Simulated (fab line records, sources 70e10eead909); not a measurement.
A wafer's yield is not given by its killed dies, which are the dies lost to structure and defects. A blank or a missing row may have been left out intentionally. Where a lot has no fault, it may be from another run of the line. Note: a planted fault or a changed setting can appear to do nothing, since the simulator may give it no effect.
Chamber matching :: flow nand-harc :: NHARC_A_M0_DEP_32 on pecvd-01: 3 sister chambers
The step deposits SiCN, target thk 30 nm. 6 wafers are shown with their chamber, then 7 later ones without.

## WAFERS WITH THEIR CHAMBER
wafer: L677.3
chamber: 2
heater-power-w (W): 507
rf-fwd-power-W (W): 448.5

wafer: L679.1
chamber: 1
heater-power-w (W): 576
rf-fwd-power-W (W): 449.5

wafer: L679.2
chamber: 0
heater-power-w (W): 526
rf-fwd-power-W (W): 449.0

wafer: L679.4
chamber: 0
heater-power-w (W): 529
rf-fwd-power-W (W): 449.0

wafer: L681.1
chamber: 1
heater-power-w (W): 599
rf-fwd-power-W (W): 449.0

wafer: L681.3
chamber: 2
heater-power-w (W): 464
rf-fwd-power-W (W): 449.3

## WAFERS WITH NO CHAMBER GIVEN
wafer: L681.6
heater-power-w (W): 506
rf-fwd-power-W (W): 447.4

wafer: L686.1
heater-power-w (W): 546
rf-fwd-power-W (W): 449.5

wafer: L686.2
heater-power-w (W): 430
rf-fwd-power-W (W): 448.8

wafer: L686.3
heater-power-w (W): 496
rf-fwd-power-W (W): 447.5

wafer: L682.3
heater-power-w (W): 483
rf-fwd-power-W (W): 448.5

wafer: L682.4
heater-power-w (W): 496
rf-fwd-power-W (W): 449.7

wafer: L682.6
heater-power-w (W): 492
rf-fwd-power-W (W): 449.8

## WHICH CHAMBER EACH ONE RAN IN
wafer: L681.6
from the rows above: can't be placed: 2 or 0
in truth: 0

wafer: L686.1
from the rows above: can't be placed: 0 or 1 or 2
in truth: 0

wafer: L686.2
from the rows above: 2
in truth: 2

wafer: L686.3
from the rows above: can't be placed: 2 or 0
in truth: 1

wafer: L682.3
from the rows above: can't be placed: 2 or 0
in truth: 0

wafer: L682.4
from the rows above: can't be placed: 2 or 0
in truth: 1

wafer: L682.6
from the rows above: can't be placed: 2 or 0
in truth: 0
Placed correctly: 1 of 7. These rows do not allow placing 6 (true chamber among the candidates in 4). Wrongly placed: 0.
How it was worked out, from the rows above alone: a wafer's distance from a chamber is the root of the sum, over the readings, of the square of ((its reading less the chamber's mean) divided by the reading's scatter). If the next closest chamber is less than 2 further off than the closest, the wafer can't be placed; otherwise it belongs to the closest. The mean given for a chamber averages the wafers shown for that chamber. The scatter: the root of (the sum of the squares of (reading less its chamber's mean) over the shown wafers, divided by (wafers less chambers)).
